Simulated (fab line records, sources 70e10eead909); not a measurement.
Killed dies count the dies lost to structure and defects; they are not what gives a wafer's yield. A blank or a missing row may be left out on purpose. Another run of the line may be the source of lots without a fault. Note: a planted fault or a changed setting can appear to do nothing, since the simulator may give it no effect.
Matching of chambers | flow nand harc | 4 sister chambers for NHARC_P_GATE_DESCUM_93 on rie diel-01
The step chemistry O2, time 3 s. 8 wafers are shown with their chamber, then 11 later ones without.

WAFERS PAIRED WITH THEIR CHAMBERS
wafer  | chamber | showerhead plenum p Torr (Torr) | drypump motor current A (A)
L076.5 | 1       | 1.80                            | 5.4
L085.6 | 2       | 1.94                            | 5.9
L086.3 | 2       | 1.94                            | 5.9
L086.6 | 3       | 1.88                            | 6.5
L087.2 | 0       | 1.91                            | 6.7
L087.5 | 0       | 1.91                            | 6.7
L087.6 | 3       | 1.88                            | 6.4
L089.1 | 1       | 1.79                            | 5.4

WAFERS WHOSE CHAMBER IS MISSING
wafer  | showerhead plenum p Torr (Torr) | drypump motor current A (A)
L089.3 | 1.94                            | 5.9
L089.6 | 1.79                            | 5.4
L092.1 | 1.79                            | 5.4
L092.3 | 1.94                            | 5.9
L092.6 | 1.88                            | 6.5
L093.3 | 1.79                            | 5.4
L093.4 | 1.88                            | 6.5
L093.5 | 1.88                            | 6.4
L097.3 | 1.79                            | 5.4
L097.4 | 1.88                            | 6.4
L097.6 | 1.94                            | 5.9

CHAMBER TAKEN BY EACH
wafer  | from the rows above | in truth
L089.3 | 2                   | 2
L089.6 | 1                   | 1
L092.1 | 1                   | 1
L092.3 | 2                   | 2
L092.6 | 3                   | 3
L093.3 | 1                   | 1
L093.4 | 3                   | 3
L093.5 | 3                   | 3
L097.3 | 1                   | 1
L097.4 | 3                   | 3
L097.6 | 2                   | 2
11 of 11 placed correctly. Number that these rows cannot place: 0. 0 placed wrongly.
How it was worked out, from the rows above alone: a wafer's distance from a chamber is the root of the sum, over the readings, of the square of ((its reading less the chamber's mean) divided by the reading's scatter). The wafer belongs to the nearest chamber; if the next one is less than 2 further off, it can't be placed. Each chamber's mean is taken over the wafers shown for it. The scatter: take each reading less its chamber's mean, square it, sum over the shown wafers, divide by the number of wafers less the number of chambers, and take the root.
